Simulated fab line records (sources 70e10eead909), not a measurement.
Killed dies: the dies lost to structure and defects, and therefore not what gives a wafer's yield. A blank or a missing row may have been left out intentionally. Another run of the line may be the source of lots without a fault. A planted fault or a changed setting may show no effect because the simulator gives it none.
Matching of chambers	flow nand harc	NHARC_A_CONTACT_ALD_18 on ald metal-01 has 4 sister chambers
The step deposits TiN, target thk 3 nm, pulse time 1 s, ald cycles 150. 8 wafers are shown with their chamber, then 7 later ones without.

== WAFERS WITH THEIR CHAMBER ==
wafer	chamber	heater power w (W)	precursor pulse height rel
L666.3	3	1107	0.990
L671.4	3	1117	0.988
L672.2	1	1076	0.994
L672.5	0	1121	0.993
L674.1	0	1138	0.948
L674.3	2	1234	1.016
L674.5	2	1286	1.005
L681.2	1	1069	1.025

== WAFERS WHOSE CHAMBER IS MISSING ==
wafer	heater power w (W)	precursor pulse height rel
L681.6	1144	1.032
L683.1	1058	0.989
L683.3	1236	0.984
L683.6	1107	0.987
L680.2	1177	1.001
L680.4	1066	1.005
L680.5	1074	0.988

== THE CHAMBER EACH PASSED THROUGH ==
wafer	from the rows above	in truth
L681.6	can't be placed: 3 or 0 or 1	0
L683.1	can't be placed: 1 or 3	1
L683.3	2	2
L683.6	can't be placed: 3 or 0 or 1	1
L680.2	can't be placed: 0 or 3 or 2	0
L680.4	1	1
L680.5	can't be placed: 1 or 3 or 0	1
Placed correctly: 2 of 7. Cannot be placed on the basis of these rows: 5; the candidates contain the true chamber in 5. Placed wrongly: 0.
How it was worked out, from the rows above alone: a wafer's distance from a chamber is the root of the sum, over the readings, of the square of ((its reading less the chamber's mean) divided by the reading's scatter). The wafer belongs to the nearest chamber; if the next one is less than 2 further off, it can't be placed. A chamber's mean is the mean of its shown wafers. The scatter is the square root of a quotient: the sum, over the shown wafers, of each reading's squared deviation from its chamber's mean, divided by wafers minus chambers.
